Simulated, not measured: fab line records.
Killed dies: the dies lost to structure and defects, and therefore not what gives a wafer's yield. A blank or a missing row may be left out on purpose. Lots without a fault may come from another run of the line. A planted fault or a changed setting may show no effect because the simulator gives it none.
Which tool did it? | flow nand harc | 35 wafers from 12 lots sampled at 4 of the route's 1302 steps

## WHAT THE GAUGES SHOWED, per wafer
NHARC_A_BLC_CD_MEAS_10: the cd target is 100 nm. Usual: cd nm at 100.1 nm, with a standard deviation of 0.61.
lot  | measured     | on        | cd nm (nm)        | flag
L251 | day 22 21:19 | cd sem-01 | 99.8 100.3 100.4  |
L250 | day 23 10:49 | cd sem-03 | 100.1 99.4 101.0  |
L252 | day 23 12:35 | cd sem-01 | 99.3 99.9 99.3    |
L253 | day 23 21:26 | cd sem-01 | 100.8 100.4 99.9  |
L254 | day 24 21:31 | cd sem-01 | 100.2 100.7 99.8  |
L255 | day 25 03:26 | cd sem-01 | 100.2 99.8 100.1  |
L262 | day 27 11:49 | cd sem-02 | 102.1 99.2        |
L265 | day 28 23:18 | cd sem-02 | 100.2 100.5 100.6 |
L268 | day 30 09:10 | cd sem-01 | 100.2 99.8 99.2   |
L271 | day 31 04:42 | cd sem-02 | 98.7 99.2 99.5    |
L270 | day 31 07:42 | cd sem-01 | 99.9 99.8 98.9    |
L272 | day 32 02:12 | cd sem-03 | 100.3 101.1 100.9 |

## EACH LOT AND THE TOOL THAT RAN IT (in order: tool; ch and the chambers of the sampled wafers; start)
lot  | NHARC_A_CONTACT_ETCH_136             | NHARC_A_CONTACT_ETCH_110           | NHARC_A_BLC_DEVELOP_09
L251 | har cap etch-01 ch 0,1, day 22 16:53 | rie diel-06 ch 0,1,2, day 22 18:47 | litho track-04 ch 0, day 22 21:00
L250 | har cap etch-01 ch 1, day 23 05:40   | rie diel-01 ch 2,3, day 23 08:10   | litho track-06 ch 0, day 23 10:00
L252 | har cap etch-03 ch 0,1, day 23 07:46 | rie diel-01 ch 0,1,3, day 23 10:04 | litho track-04 ch 0, day 23 12:00
L253 | har cap etch-02 ch 0,1, day 23 16:50 | rie diel-04 ch 0,1,3, day 23 18:50 | litho track-04 ch 0, day 23 21:00
L254 | har cap etch-01 ch 0,1, day 24 16:05 | rie diel-01 ch 1,2,3, day 24 18:52 | litho track-06 ch 0, day 24 21:00
L255 | har cap etch-03 ch 0,1, day 24 22:51 | rie diel-01 ch 2,3, day 25 00:43   | litho track-04 ch 0, day 25 03:00
L262 | har cap etch-01 ch 1, day 27 07:25   | rie diel-04 ch 0,3, day 27 09:13   | litho track-06 ch 0, day 27 11:00
L265 | har cap etch-03 ch 0,1, day 28 16:50 | rie diel-01 ch 0,1,2, day 28 19:33 | litho track-04 ch 0, day 28 23:00
L268 | har cap etch-01 ch 0,1, day 30 04:44 | rie diel-04 ch 0,1,2, day 30 06:37 | litho track-04 ch 0, day 30 09:00
L271 | har cap etch-02 ch 0,1, day 30 23:56 | rie diel-04 ch 0,1,2, day 31 01:59 | litho track-01 ch 0, day 31 04:00
L270 | har cap etch-01 ch 0,1, day 31 03:17 | rie diel-06 ch 2,3, day 31 05:10   | litho track-06 ch 0, day 31 07:00
L272 | har cap etch-02 ch 0,1, day 31 20:22 | rie diel-04 ch 0,2,3, day 31 23:30 | litho track-06 ch 0, day 32 02:00
- NHARC_A_CONTACT_ETCH_136: etches the open film in C4F8/O2/Ar, time 311 s, target depth 1912 nm.
- NHARC_A_CONTACT_ETCH_110: etches the open film in CF4/O2, target depth 60 nm, overetch 6 nm, time 33 s.
- NHARC_A_BLC_DEVELOP_09: develop time 35 s.

## AS READ BY THE TOOLS THEMSELVES (means over the sampled wafers that have a number; for cases with no such wafer, the mark the record gives instead)
NHARC_A_CONTACT_ETCH_110. Usual: value, then standard deviation, for each; drypump motor current A 5.6 A / 0.32; mfc ar sccm 0.004 sccm / 0.0086; oes_f_703_au 1.000 a.u. / 0.0051; oes product au 0.996 a.u. / 0.0091; rf vpp V 197.8 V / 1.4; showerhead plenum p Torr 1.33 Torr / 0.052; throttle valve pct 13.399 % / 0.0084.
lot  | tool        | drypump motor current A (A) | mfc ar sccm (sccm) | oes_f_703_au (a.u.) | oes product au (a.u.) | rf vpp V (V) | showerhead plenum p Torr (Torr) | throttle valve pct (%) | flag
L251 | rie diel-06 | 5.7                         | 0.016              | 1.005               | 0.997                 | 198.7        | 1.35                            | 13.398                 |
L250 | rie diel-01 | 5.7                         | 0.001              | 0.997               | 1.000                 | 198.5        | 1.34                            | 13.408                 |
L252 | rie diel-01 | 5.8                         | 0.004              | 0.996               | 0.991                 | 198.7        | 1.39                            | 13.396                 |
L253 | rie diel-04 | 5.5                         | 0.000              | 1.001               | 1.003                 | 197.6        | 1.29                            | 13.388                 |
L254 | rie diel-01 | 5.9                         | 0.004              | 1.001               | 0.986                 | 198.3        | 1.35                            | 13.393                 |
L255 | rie diel-01 | 5.7                         | 0.001              | 0.995               | 0.991                 | 198.3        | 1.34                            | 13.401                 |
L262 | rie diel-04 | 5.4                         | 0.000              | 1.004               | 1.005                 | 196.7        | 1.29                            | 13.398                 |
L265 | rie diel-01 | 5.6                         | 0.003              | 0.996               | 0.983                 | 198.0        | 1.35                            | 13.393                 |
L268 | rie diel-04 | 5.5                         | 0.000              | 1.000               | 1.000                 | 196.8        | 1.32                            | 13.394                 |
L271 | rie diel-04 | 5.4                         | 0.000              | 0.999               | 1.003                 | 197.7        | 1.32                            | 13.390                 |
L270 | rie diel-06 | 5.6                         | 0.006              | 1.001               | 0.998                 | 197.7        | 1.31                            | 13.393                 |
L272 | rie diel-04 | 5.5                         | 0.000              | 1.001               | 1.007                 | 197.7        | 1.32                            | 13.404                 |

## THE ANSWER, worked out from the rows above alone
Rule: lot off if the mean of its wafers having a number is beyond 3 standard deviations from the usual mean. Also off: a lot with no number at a reading for which 4 or more lots have one. All remaining lots with rows at the step are treated as sound. Order of review: gauges by route order, followed by the tools' own readings, for which a lot's mean as printed above is used. The first step at which some lot is off is used, and at that step the reading that is off furthest; a lot without a number counts as furthest.
No lot is off on any of the readings shown, so nothing can be concluded from this.

## WHAT THE SIMULATOR HAD PUT IN
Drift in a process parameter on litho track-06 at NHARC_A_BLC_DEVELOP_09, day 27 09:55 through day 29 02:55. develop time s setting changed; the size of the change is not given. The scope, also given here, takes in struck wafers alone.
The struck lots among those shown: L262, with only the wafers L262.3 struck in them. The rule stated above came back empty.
